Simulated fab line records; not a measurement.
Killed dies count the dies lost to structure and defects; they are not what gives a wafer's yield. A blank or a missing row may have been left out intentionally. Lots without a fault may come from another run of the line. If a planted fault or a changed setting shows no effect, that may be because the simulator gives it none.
Chamber matching :: flow n5Finfet :: rieDiel-03 running N5_SD_EPI_N_ETCH_35: 4 sister chambers
The step etches SOC in N2/H2, overetch 108 nm, time 486 s. 4 wafers are shown with their chamber, then 8 later ones without.

## WAFERS, EACH WITH ITS CHAMBER
wafer: L747.4
chamber: 3
showerheadPlenumPTorr (Torr): 2.66

wafer: L750.4
chamber: 0
showerheadPlenumPTorr (Torr): 2.70

wafer: L750.5
chamber: 1
showerheadPlenumPTorr (Torr): 2.59

wafer: L752.1
chamber: 2
showerheadPlenumPTorr (Torr): 2.64

## WAFERS MISSING THEIR CHAMBER
wafer: L752.3
showerheadPlenumPTorr (Torr): 2.58

wafer: L752.6
showerheadPlenumPTorr (Torr): 2.58

wafer: L759.1
showerheadPlenumPTorr (Torr): 2.63

wafer: L759.5
showerheadPlenumPTorr (Torr): 2.58

wafer: L761.1
showerheadPlenumPTorr (Torr): 2.63

wafer: L761.5
showerheadPlenumPTorr (Torr): 2.57

wafer: L762.1
showerheadPlenumPTorr (Torr): 2.70

wafer: L762.2
showerheadPlenumPTorr (Torr): 2.63

## WHICH CHAMBER EACH ONE RAN IN
wafer: L752.3
from the rows above: 1
in truth: 1

wafer: L752.6
from the rows above: 1
in truth: 1

wafer: L759.1
from the rows above: can't be placed: 2 or 3
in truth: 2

wafer: L759.5
from the rows above: 1
in truth: 1

wafer: L761.1
from the rows above: can't be placed: 2 or 3
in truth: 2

wafer: L761.5
from the rows above: 1
in truth: 1

wafer: L762.1
from the rows above: 0
in truth: 0

wafer: L762.2
from the rows above: can't be placed: 2 or 3
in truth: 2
Placed correctly: 5 of 8. These rows do not allow placing 3 (true chamber among the candidates in 3). Number placed wrongly: 0.
How it was worked out, from the rows above alone: a wafer's distance from a chamber is the root of the sum, over the readings, of the square of ((its reading less the chamber's mean) divided by the reading's scatter). The wafer belongs to the nearest chamber; if the next one is less than 2 further off, it can't be placed. For every chamber, the mean is computed from those of its wafers that are shown. The scatter: with one shown wafer a chamber, the root of the mean of the squares of how far each hidden wafer lies from its nearest shown one.
